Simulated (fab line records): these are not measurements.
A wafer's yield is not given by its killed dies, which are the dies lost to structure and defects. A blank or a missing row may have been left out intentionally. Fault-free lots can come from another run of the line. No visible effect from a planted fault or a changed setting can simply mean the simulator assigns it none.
Split-lot study	flow n5-finfet	21 wafers read from 7 lots, route of 1938 steps

ABOUT THE SPLIT
At N5_BEOL_M5_ILD_DEP_00 (deposits SiCOH lowk from DEMS/porogen, target thk 140.64 nm, time 25.9 s), the setting temp-c was moved away from the recipe's 300 C on 8 of the 21 wafers read, by -1.9% to +1.9%. The other wafers ran this setting at the recipe's value.

The reading comes from the split's own step.

THE READING
SiCOH_lowk_of_BEOL_M5_ILD_DEP_00.thk-nm (the simulator's own value, which no gauge read), in nm, at N5_BEOL_M5_ILD_DEP_00 (deposits SiCOH lowk from DEMS/porogen, target thk 140.64 nm, time 25.9 s). The file does not state a usual value for it. The 13 wafers here that ran the recipe average 141.3 nm, standard deviation 1.1 nm.

wafer	tool, chamber at the split	temp-c as run, C	against the recipe	SiCOH_lowk_of_BEOL_M5_ILD_DEP_00.thk-nm, nm	against lot-mates on the recipe
L077.2	pecvd-04, 2	300	recipe	141.4	-
L077.4	pecvd-04, 2	300	recipe	142.2	-
L077.6	pecvd-04, 0	300	recipe	140.6	-
L078.3	pecvd-03, 0	296.5	-1.2%	142.2	-0.2
L078.5	pecvd-03, 1	300	recipe	142.4	-
L078.6	pecvd-03, 2	296.5	-1.2%	146	+3.6
L083.3	pecvd-01, 2	300	recipe	140.2	-
L083.4	pecvd-01, 1	294.3	-1.9%	145.4	+5.1
L083.5	pecvd-01, 2	300	recipe	140.4	-
L085.2	pecvd-04, 1	304.3	+1.4%	136.4	-4.6
L085.3	pecvd-04, 2	304.3	+1.4%	136.6	-4.4
L085.5	pecvd-04, 1	300	recipe	141	-
L086.3	pecvd-04, 2	305.7	+1.9%	137	-4.6
L086.4	pecvd-04, 2	305.7	+1.9%	138.2	-3.4
L086.6	pecvd-04, 0	300	recipe	141.6	-
L089.3	pecvd-01, 1	300	recipe	140.8	-
L089.5	pecvd-01, 1	300	recipe	142.2	-
L089.6	pecvd-01, 0	294.5	-1.8%	148.4	+6.9
L097.1	pecvd-03, 2	300	recipe	139	-
L097.4	pecvd-03, 0	300	recipe	141.6	-
L097.5	pecvd-03, 1	300	recipe	143.6	-

THE FIT
A straight line over all 21 wafers: SiCOH_lowk_of_BEOL_M5_ILD_DEP_00.thk-nm changes by -2.63 nm for each +1% of temp-c; r = -0.90; the points scatter about the line by 1.4 nm.
The same after taking each lot's own level away (the mean of its wafers on the recipe; 21 wafers): -2.59 nm for each +1%; r = -0.90; scatter 1.3 nm.
The reading moves by 4.9 nm for the largest change in temp-c, on that fit.
Across the lots, their own levels run from 140.30 to 142.40 nm, a range of 1.9 times the standard deviation given above.
So the lot-to-lot level changes the slope little: the two slopes agree.
Check: +4.86 nm against its lot-mates is what the line predicts for one of the wafers moved furthest among these (-1.9%) when that wafer is left out of the fit. It came out at +5.1 nm against them.

THE OTHER SPLITS THESE WAFERS WENT THROUGH
Before the reading, these wafers also passed through other splits. Each is held against what the fit with the lots' levels taken away leaves over:
other split on the same wafers	wafers away from the commonest value	r with SiCOH_lowk_of_BEOL_M5_ILD_DEP_00.thk-nm (lot level and that fit taken away)
N5_BEOL_M4_EXPOSE_25 dose-mj	4	-0.10

THE FILE'S OWN FIT
SiCOH_lowk_of_BEOL_M5_ILD_DEP_00.thk-nm changes by -2.74 nm for each +1% of temp-c, r = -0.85.
